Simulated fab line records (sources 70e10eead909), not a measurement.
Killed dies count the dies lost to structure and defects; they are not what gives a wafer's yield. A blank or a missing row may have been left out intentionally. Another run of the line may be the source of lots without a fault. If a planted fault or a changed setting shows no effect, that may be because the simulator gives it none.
Matching of chambers / flow nand harc / rie diel-06 running NHARC_A_STAIRCASE_ETCH_169: 4 sister chambers
The step etches the open film in CH3F/O2, target depth 50 nm, time 107.1 s. 8 wafers are shown with their chamber, then 9 later ones without.

== EACH WAFER AND ITS CHAMBER ==
wafer=L076.1; chamber=1; showerhead plenum p Torr (Torr)=2.35; drypump motor current A (A)=5.5
wafer=L080.1; chamber=1; showerhead plenum p Torr (Torr)=2.34; drypump motor current A (A)=5.6
wafer=L080.6; chamber=0; showerhead plenum p Torr (Torr)=2.40; drypump motor current A (A)=6.2
wafer=L085.3; chamber=2; showerhead plenum p Torr (Torr)=2.64; drypump motor current A (A)=6.4
wafer=L085.6; chamber=3; showerhead plenum p Torr (Torr)=2.38; drypump motor current A (A)=6.2
wafer=L088.2; chamber=2; showerhead plenum p Torr (Torr)=2.63; drypump motor current A (A)=6.3
wafer=L088.5; chamber=0; showerhead plenum p Torr (Torr)=2.38; drypump motor current A (A)=6.1
wafer=L088.6; chamber=3; showerhead plenum p Torr (Torr)=2.38; drypump motor current A (A)=6.2

== WAFERS WITHOUT THEIR CHAMBER ==
wafer=L089.2; showerhead plenum p Torr (Torr)=2.38; drypump motor current A (A)=6.2
wafer=L089.4; showerhead plenum p Torr (Torr)=2.63; drypump motor current A (A)=6.3
wafer=L089.5; showerhead plenum p Torr (Torr)=2.33; drypump motor current A (A)=5.5
wafer=L096.1; showerhead plenum p Torr (Torr)=2.37; drypump motor current A (A)=6.2
wafer=L096.4; showerhead plenum p Torr (Torr)=2.32; drypump motor current A (A)=5.6
wafer=L096.6; showerhead plenum p Torr (Torr)=2.37; drypump motor current A (A)=6.2
wafer=L097.1; showerhead plenum p Torr (Torr)=2.62; drypump motor current A (A)=6.3
wafer=L097.3; showerhead plenum p Torr (Torr)=2.37; drypump motor current A (A)=6.2
wafer=L097.5; showerhead plenum p Torr (Torr)=2.62; drypump motor current A (A)=6.3

== EACH ONE'S CHAMBER ==
wafer=L089.2; from the rows above=can't be placed: 3 or 0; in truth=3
wafer=L089.4; from the rows above=2; in truth=2
wafer=L089.5; from the rows above=1; in truth=1
wafer=L096.1; from the rows above=can't be placed: 3 or 0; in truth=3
wafer=L096.4; from the rows above=1; in truth=1
wafer=L096.6; from the rows above=can't be placed: 3 or 0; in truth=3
wafer=L097.1; from the rows above=2; in truth=2
wafer=L097.3; from the rows above=can't be placed: 3 or 0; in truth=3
wafer=L097.5; from the rows above=2; in truth=2
Placed correctly: 5 of 9. Not placeable from these rows: 4 (in 4, the candidates include the true chamber). 0 placed wrongly.
How it was worked out, from the rows above alone: a wafer's distance from a chamber is the root of the sum, over the readings, of the square of ((its reading less the chamber's mean) divided by the reading's scatter). The wafer belongs to the nearest chamber; if the next one is less than 2 further off, it can't be placed. Each chamber's mean is taken over the wafers shown for it. How the scatter is found: for the shown wafers, subtract from each reading the mean of its chamber, square and add these, divide the total by (wafers less chambers), then take the root.
